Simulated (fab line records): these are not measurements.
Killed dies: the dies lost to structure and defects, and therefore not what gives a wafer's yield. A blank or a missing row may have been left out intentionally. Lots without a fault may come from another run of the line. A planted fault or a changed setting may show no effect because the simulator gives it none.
Problem report, 8D (eight disciplines) form, completed by code ; flow n5_finfet ; the parts of the form that need people (team, actions taken, sign-off) are left out

1. THE PROBLEM
Mean of spin_speed_rpm at N5_BEOL_M4_COAT_68: 1455.7 rpm across 6 wafers in 2 lots; on wafers with no fault it is 1500.0 rpm (standard deviation 1.1). That is -40 standard deviations from the usual mean.
The step: time 60 s, resist thk 12 nm.
Seen first at day 13 16:16 on litho_track-05, wafer L624.3. The record holds 29 wafers of 11 lots with a number at this step. The rule behind "out" and "out of limits": a value lying over 4 standard deviations away from the usual mean. The other wafers with a number count as sound.

2. WHAT IT IS AND WHAT IT IS NOT
question;is;is not
which readings at this step;spin_speed_rpm;chill_plate_temp_C
which lots;L624, L625;L602, L603, L606, L607, L608, L611, L613, L614, L615
which wafers of those lots;all that have a number;-
read on which tools;litho_track-05;litho_track-02, litho_track-03
when;from day 13 16:16;up to then (23 sound wafers)

3. THE SUSPECTS, EACH WITH WHAT RULES IT OUT
Counting: any tool at a process step up to the reading is kept as a suspect provided that every lot that is out went through it and no sound lot did after the first of them.
- rtp_anneal-01 at N5_BEOL_M3_ANNEAL_51 (time 90 s): kept. Every lot that is out went through it, starting with L624 (day 13 10:14), and after that it ran no sound lot; the last sound lot it ran before then is L614 (day 10 17:29).
- litho_track-05 at N5_BEOL_M4_COAT_68 (time 60 s, resist thk 12 nm): kept. Every lot that is out went through it, starting with L624 (day 13 16:16), and after that it ran no sound lot; the last sound lot it ran before then is L615 (day 11 11:26). Its own spin_speed_rpm readings are out on those wafers.
What counting leaves: rtp_anneal-01 at N5_BEOL_M3_ANNEAL_51 and litho_track-05 at N5_BEOL_M4_COAT_68.

4. THE CAUSE (what the simulator had put in)
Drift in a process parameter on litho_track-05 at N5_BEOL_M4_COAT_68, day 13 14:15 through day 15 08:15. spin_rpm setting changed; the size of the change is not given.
This tool is one of the 2 suspects left after counting.

5. SEQUENCE OF EFFECTS, ordered by route
One row per reading whose mean, taken over the struck wafers that have a number, lies over 3 standard deviations from the usual. Readings are gone through only where the record gives a usual standard deviation; hours: the median, over the lots, of the time from a lot's start at the first step in this table giving one to that lot's start at this step; sigmas: the change measured in usual standard deviations.
hours;step;reading;usual;on struck wafers;change;sigmas
0;N5_BEOL_M4_COAT_68;spin_speed_rpm;1500.0 rpm;1455.7;-44.3;-40
It contains these process steps:
- N5_BEOL_M4_COAT_68: time 60 s, resist thk 12 nm.
Later steps that measure or inspect, where all struck wafers having a row at the step show a number for every such reading and not one has moved that far: N5_BEOL_M4_RC_MEAS_101.

6. WHAT WOULD HAVE CAUGHT IT SOONER
In this record the first reading out of limits was taken at day 13 16:16, 2 hours after the fault began at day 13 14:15.
